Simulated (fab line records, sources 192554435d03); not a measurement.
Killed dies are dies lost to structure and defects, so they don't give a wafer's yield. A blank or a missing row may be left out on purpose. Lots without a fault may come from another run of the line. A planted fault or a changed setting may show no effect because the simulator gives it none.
Which tool did it? | flow n5_finfet | 8 lots, 23 wafers sampled, at 6 steps of a route of 1938

WHAT THE GAUGES READ, wafer by wafer
N5_FIN_SAQP_OVL_MEAS_17. Usual: FIN_CORE_OVL 0.2 nm, standard deviation 0.91.
lot  | measured    | on         | FIN_CORE_OVL (nm) | flag
L981 | day 1 21:43 | overlay-02 | 0.6 0.4 -1.0      |
L982 | day 2 04:15 | overlay-01 | -1.0 -0.1 -0.6    |
L987 | day 3 09:41 | overlay-01 | 0.8 -0.8 1.4      |
L989 | day 3 21:44 | overlay-01 | 0.4 0.1 1.6       |
L998 | day 6 04:04 | overlay-01 | - - -             | OFF
L999 | day 6 11:10 | overlay-02 | - - -             | OFF
L100 | day 6 17:09 | overlay-01 | - - -             | OFF
L104 | day 7 16:11 | overlay-01 | 1.5 1.7           |

N5_BEOL_M4_RC_MEAS_101. Usual: DIBL_N 36.0 mV/V, standard deviation 2.5; DIBL_P 36.2 mV/V, standard deviation 3; IOFF_N 0.16 nA/um, standard deviation 0.044; IOFF_P 0.21 nA/um, standard deviation 0.049; IOFF_P_85C 3.7 nA/um, standard deviation 0.7; IOFF_P_LIN 0.100 nA/um, standard deviation 0.017; IOFF_P_LONG 0.000106 nA/um, standard deviation 1e-05; ION_N 671 uA/um, standard deviation 15; ION_P 461 uA/um, standard deviation 8.7; REXT_P 100.4 ohm.um, standard deviation 2.3; SS_N 71.5 mV/dec, standard deviation 0.72; SS_P 73.4 mV/dec, standard deviation 0.9; VT_N 251 mV, standard deviation 4.4; VT_P -250 mV, standard deviation 4; VT_P_LONG -275.2 mV, standard deviation 2.8; VT_P_LVT -99 mV, standard deviation 3.9.
lot  | measured     | on        | DIBL_N (mV/V)  | DIBL_P (mV/V)  | IOFF_N (nA/um) | IOFF_P (nA/um) | IOFF_P_85C (nA/um) | IOFF_P_LIN (nA/um) | IOFF_P_LONG (nA/um)        | ION_N (uA/um) | ION_P (uA/um) | REXT_P (ohm.um)  | SS_N (mV/dec)  | SS_P (mV/dec)  | VT_N (mV)   | VT_P (mV)      | VT_P_LONG (mV)       | VT_P_LVT (mV)  | flag
L981 | day 8 12:22  | prober-01 | 34.7 36.7 33.9 | 33.8 36.3 32.7 | 0.13 0.16 0.12 | 0.20 0.24 0.19 | 3.5 4.1 3.3        | 0.102 0.117 0.097  | 0.000122 0.000122 0.000125 | 653 672 667   | 456 469 468   | 99.4 96.7 98.3   | 71.5 71.4 71.0 | 72.0 73.8 72.1 | 255 249 252 | -250 -243 -246 | -270.9 -269.7 -268.7 | -97 -95 -97    |
L982 | day 8 21:15  | prober-02 | 34.6 33.6 33.5 | 36.4 35.3 35.5 | 0.13 0.13 0.13 | 0.19 0.17 0.18 | 3.3 3.1 3.2        | 0.090 0.084 0.087  | 0.000104 9.7e-05 0.000107  | 652 660 652   | 449 452 447   | 100.0 99.1 99.3  | 71.9 71.7 72.0 | 73.2 73.2 73.0 | 254 253 254 | -252 -253 -255 | -278.0 -280.3 -278.5 | -101 -103 -103 |
L987 | day 10 03:35 | prober-01 | 36.4 34.6 35.0 | 36.8 33.4 35.4 | 0.15 0.11 0.12 | 0.20 0.16 0.20 | 3.6 3.0 3.5        | 0.099 0.086 0.099  | 9.8e-05 9.1e-05 0.000102   | 678 653 669   | 464 452 468   | 104.5 104.0 99.6 | 71.5 70.4 71.6 | 73.5 72.5 72.8 | 252 255 255 | -251 -253 -252 | -277.9 -276.8 -273.2 | -101 -102 -101 |
L989 | day 10 06:41 | prober-01 | 34.1 36.0 37.1 | 32.0 35.3 37.1 | 0.11 0.13 0.15 | 0.14 0.16 0.20 | 2.7 3.0 3.5        | 0.075 0.081 0.093  | 9.3e-05 0.000101 9.2e-05   | 661 658 654   | 453 450 455   | 98.3 100.7 99.7  | 70.8 71.4 72.1 | 72.9 73.9 74.2 | 259 255 251 | -259 -258 -254 | -279.6 -275.2 -279.4 | -102 -103 -102 |
L998 | day 13 13:41 | prober-02 | 36.5 40.5 36.9 | 56.3 59.7 57.3 | 0.14 0.22 0.14 | 0.00 0.00 0.00 | 0.1 0.1 0.1        | 0.001 0.001 0.001  | 3e-05 2.6e-05 3.2e-05      | 670 674 665   | 115 114 117   | 81.0 80.1 78.0   | 71.0 72.4 71.9 | 76.4 77.5 77.3 | 250 246 253 | -422 -417 -416 | -493.2 -496.3 -495.0 | -265 -264 -265 | OFF
L999 | day 12 21:49 | prober-01 | 35.9 34.4 36.0 | 57.7 56.9 57.8 | 0.18 0.14 0.18 | 0.00 0.00 0.00 | 0.1 0.1 0.1        | 0.001 0.001 0.001  | 2.9e-05 3.2e-05 3.1e-05    | 676 655 677   | 118 117 118   | 79.0 78.3 77.9   | 71.0 70.9 72.3 | 76.9 77.5 77.1 | 248 255 248 | -410 -414 -414 | -497.6 -494.7 -492.9 | -262 -262 -263 | OFF
L100 | day 12 22:44 | prober-01 | 33.0 32.5 35.2 | 50.2 52.3 56.0 | 0.10 0.10 0.14 | 0.00 0.00 0.00 | 0.0 0.1 0.1        | 0.000 0.000 0.000  | 2.5e-05 3e-05 2.9e-05      | 653 643 668   | 112 112 114   | 80.1 79.7 79.8   | 71.0 70.5 71.3 | 74.9 76.0 77.2 | 258 259 250 | -423 -420 -419 | -494.8 -496.0 -496.1 | -271 -270 -265 | OFF
L104 | day 14 06:51 | prober-02 | 37.1 34.0      | 38.2 34.5      | 0.17 0.12      | 0.21 0.16      | 3.7 2.9            | 0.095 0.078        | 0.0001 8.6e-05             | 685 675       | 470 460       | 102.0 101.5      | 71.1 70.8      | 74.5 73.5      | 253 252     | -253 -258      | -280.8 -279.6        | -103 -105      |

WHICH TOOL RAN EACH LOT (tool, then ch and the chambers of the sampled wafers, then the start)
lot  | N5_ZERO_LAYER_ETCH_17             | N5_ZERO_LAYER_STRIP_24              | N5_PMOS_HMC_CHANNEL_EPI_FIN_RECESS_16 | N5_FIN_SAQP_PECVD_48
L981 | rie_diel-06 ch 0,2, day 1 12:50   | plasma_asher-01 ch 0,1, day 1 13:02 | rie_si-03 ch 1,2, day 1 17:44         | pecvd-02 ch 0,2, day 1 21:04
L982 | rie_diel-04 ch 0,1,2, day 1 18:43 | plasma_asher-02 ch 1, day 1 18:54   | rie_si-02 ch 1,2,3, day 1 23:32       | pecvd-04 ch 0,1, day 2 03:34
L987 | rie_diel-03 ch 2,3, day 3 00:50   | plasma_asher-01 ch 0,1, day 3 01:10 | rie_si-04 ch 0,2,3, day 3 06:02       | pecvd-02 ch 0,1,2, day 3 09:03
L989 | rie_diel-04 ch 1,3, day 3 12:43   | plasma_asher-01 ch 0,1, day 3 12:53 | rie_si-03 ch 1,2,3, day 3 17:47       | pecvd-01 ch 0,1,2, day 3 21:04
L998 | rie_diel-03 ch 0,2,3, day 5 18:51 | plasma_asher-01 ch 0,1, day 5 19:01 | rie_si-03 ch 0,1,3, day 6 00:02       | pecvd-01 ch 0,1,2, day 6 03:25
L999 | rie_diel-06 ch 0,1,3, day 6 01:02 | plasma_asher-02 ch 0,1, day 6 01:12 | rie_si-03 ch 1,2,3, day 6 05:53       | pecvd-01 ch 0,1, day 6 10:25
L100 | rie_diel-06 ch 0,2,3, day 6 06:48 | plasma_asher-01 ch 0,1, day 6 06:58 | rie_si-03 ch 0,2,3, day 6 12:58       | pecvd-04 ch 0,1, day 6 16:34
L104 | rie_diel-06 ch 0,2, day 7 06:44   | plasma_asher-02 ch 0,1, day 7 06:55 | rie_si-02 ch 1,2, day 7 12:14         | pecvd-04 ch 2, day 7 15:29
- N5_ZERO_LAYER_ETCH_17: etches SiO2 in CF4, target depth 12 nm, time 13.3 s.
- N5_ZERO_LAYER_STRIP_24: strips in O2.
- N5_PMOS_HMC_CHANNEL_EPI_FIN_RECESS_16: chemistry HBr/Cl2, target Si, target depth 54 nm, time 18 s.
- N5_FIN_SAQP_PECVD_48: deposits SiNx from SiH4/NH3/N2, target thk 25 nm, time 22.1 s.

WHAT THE TOOLS THEMSELVES READ (means of the sampled wafers that have a number; where no wafer has one, the mark that the record gives instead)
N5_ZERO_LAYER_ETCH_17. Usual: drypump_motor_current_A 5.6 A, standard deviation 0.44; oes_product_au 0.79 a.u., standard deviation 0.099; rf_vpp_V 948 V, standard deviation 3.3; showerhead_plenum_p_Torr 2.13 Torr, standard deviation 0.052; throttle_valve_pct 15.72 %, standard deviation 0.17.
lot  | tool        | drypump_motor_current_A (A) | oes_product_au (a.u.) | rf_vpp_V (V) | showerhead_plenum_p_Torr (Torr) | throttle_valve_pct (%) | flag
L981 | rie_diel-06 | 5.8                         | 0.78                  | 948          | 2.11                            | 15.66                  |
L982 | rie_diel-04 | 5.6                         | 0.76                  | 947          | 2.11                            | 15.77                  |
L987 | rie_diel-03 | 5.6                         | 0.79                  | 948          | 2.15                            | 15.68                  |
L989 | rie_diel-04 | 5.2                         | 0.87                  | 948          | 2.11                            | 15.51                  |
L998 | rie_diel-03 | 5.6                         | 0.78                  | 949          | 2.15                            | 15.75                  |
L999 | rie_diel-06 | 5.7                         | 0.84                  | 948          | 2.14                            | 15.58                  |
L100 | rie_diel-06 | 5.8                         | 0.82                  | 949          | 2.13                            | 15.59                  |
L104 | rie_diel-06 | 5.6                         | 0.76                  | 946          | 2.10                            | 15.68                  |

N5_ZERO_LAYER_STRIP_24. Usual: drypump_motor_current_A 6.26 A, standard deviation 0.26; heater_power_w 312 W, standard deviation 19; o2_flow_sccm 6749 sccm, standard deviation 20; oes_product_au 0.648 a.u., standard deviation 0.0047; strip_time_to_endpoint_s 43.84 s, standard deviation 0.092.
lot  | tool            | drypump_motor_current_A (A) | heater_power_w (W) | o2_flow_sccm (sccm) | oes_product_au (a.u.) | strip_time_to_endpoint_s (s) | flag
L981 | plasma_asher-01 | 6.51                        | 312                | 6761                | 0.645                 | 43.81                        |
L982 | plasma_asher-02 | 5.94                        | 296                | 6743                | 0.646                 | 43.80                        |
L987 | plasma_asher-01 | 6.48                        | 308                | 6772                | 0.650                 | 43.88                        |
L989 | plasma_asher-01 | 6.51                        | 317                | 6741                | 0.647                 | 43.82                        |
L998 | plasma_asher-01 | 6.51                        | 313                | 6752                | 0.649                 | 43.94                        |
L999 | plasma_asher-02 | 5.99                        | 321                | 6758                | 0.647                 | 43.93                        |
L100 | plasma_asher-01 | 6.50                        | 313                | 6755                | 0.648                 | 43.76                        |
L104 | plasma_asher-02 | 5.97                        | 314                | 6782                | 0.645                 | 43.94                        |

N5_PMOS_HMC_CHANNEL_EPI_FIN_RECESS_16. Usual: HBr_flow_sccm 149.9 sccm, standard deviation 0.43; bias_w 75.01 W, standard deviation 0.22; drypump_motor_current_A 5.8 A, standard deviation 0.48; oes_product_au 0.996 a.u., standard deviation 0.015; throttle_valve_pct 35.6 %, standard deviation 0.54.
lot  | tool      | HBr_flow_sccm (sccm) | bias_w (W) | drypump_motor_current_A (A) | oes_product_au (a.u.) | throttle_valve_pct (%) | flag
L981 | rie_si-03 | 149.9                | 74.76      | 6.1                         | 1.002                 | 36.1                   |
L982 | rie_si-02 | 149.6                | 75.06      | 6.0                         | 0.992                 | 35.7                   |
L987 | rie_si-04 | 149.9                | 74.92      | 5.7                         | 0.996                 | 35.6                   |
L989 | rie_si-03 | 150.1                | 74.89      | 5.7                         | 0.994                 | 35.5                   |
L998 | rie_si-03 | -                    | -          | -                           | -                     | -                      | OFF
L999 | rie_si-03 | -                    | -          | -                           | -                     | -                      | OFF
L100 | rie_si-03 | -                    | -          | -                           | -                     | -                      | OFF
L104 | rie_si-02 | 150.1                | 75.00      | 5.7                         | 0.993                 | 35.6                   |

N5_FIN_SAQP_PECVD_48. Usual: heater_power_w 748 W, standard deviation 150; showerhead_plenum_p_Torr 5.15 Torr, standard deviation 0.063; throttle_valve_pct 39.2 %, standard deviation 1.8.
lot  | tool     | heater_power_w (W) | showerhead_plenum_p_Torr (Torr) | throttle_valve_pct (%) | flag
L981 | pecvd-02 | 706                | 5.22                            | 43.6                   |
L982 | pecvd-04 | 714                | 5.13                            | 39.6                   |
L987 | pecvd-02 | 773                | 5.20                            | 37.4                   |
L989 | pecvd-01 | 770                | 5.14                            | 39.9                   |
L998 | pecvd-01 | 730                | 5.14                            | 40.1                   |
L999 | pecvd-01 | 641                | 5.17                            | 39.8                   |
L100 | pecvd-04 | 719                | 5.12                            | 39.6                   |
L104 | pecvd-04 | 910                | 5.03                            | 41.6                   |

THE ANSWER, worked out from the rows above alone
Rule: a lot is off if the mean of its wafers that have a number lies more than 3 standard deviations from the usual mean. A lot without any number at a reading at which 4 lots or more have one is off too. The other lots that the step has rows for count as sound. The gauges are gone through in route order, then the tools' own readings, and for those a lot's mean is taken as printed above. The first step at which some lot is off is used, and at that step the reading that is off furthest; a lot without a number counts as furthest.
Off: L998, L999, L100, at N5_FIN_SAQP_OVL_MEAS_17 (FIN_CORE_OVL). Without a number there: L998, L999, L100.
A tool fits if, at a process step before that reading, it ran every lot that is off, and no sound lot after the first of them. The gauges at N5_FIN_SAQP_OVL_MEAS_17 aren't tried: what is off there is off at N5_BEOL_M4_RC_MEAS_101 too, on other tools, and a gauge's error can't cause that. One fits: rie_si-03 at N5_PMOS_HMC_CHANNEL_EPI_FIN_RECESS_16. Its last sound lot is L989 (day 3 17:47), its first lot that is off L998 (day 6 00:02): a fault that began between those two fits.
Blank at N5_PMOS_HMC_CHANNEL_EPI_FIN_RECESS_16 on the lots that are off, where sound lots have numbers: HBr_flow_sccm, bias_w, drypump_motor_current_A, oes_product_au, throttle_valve_pct.

WHAT THE SIMULATOR HAD PUT IN
Skipped step whole: rie_si-03, from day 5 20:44 on, at N5_PMOS_HMC_CHANNEL_EPI_FIN_RECESS_16. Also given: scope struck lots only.
Lots struck among those shown: L998, L999, L100. The rule above found the same.
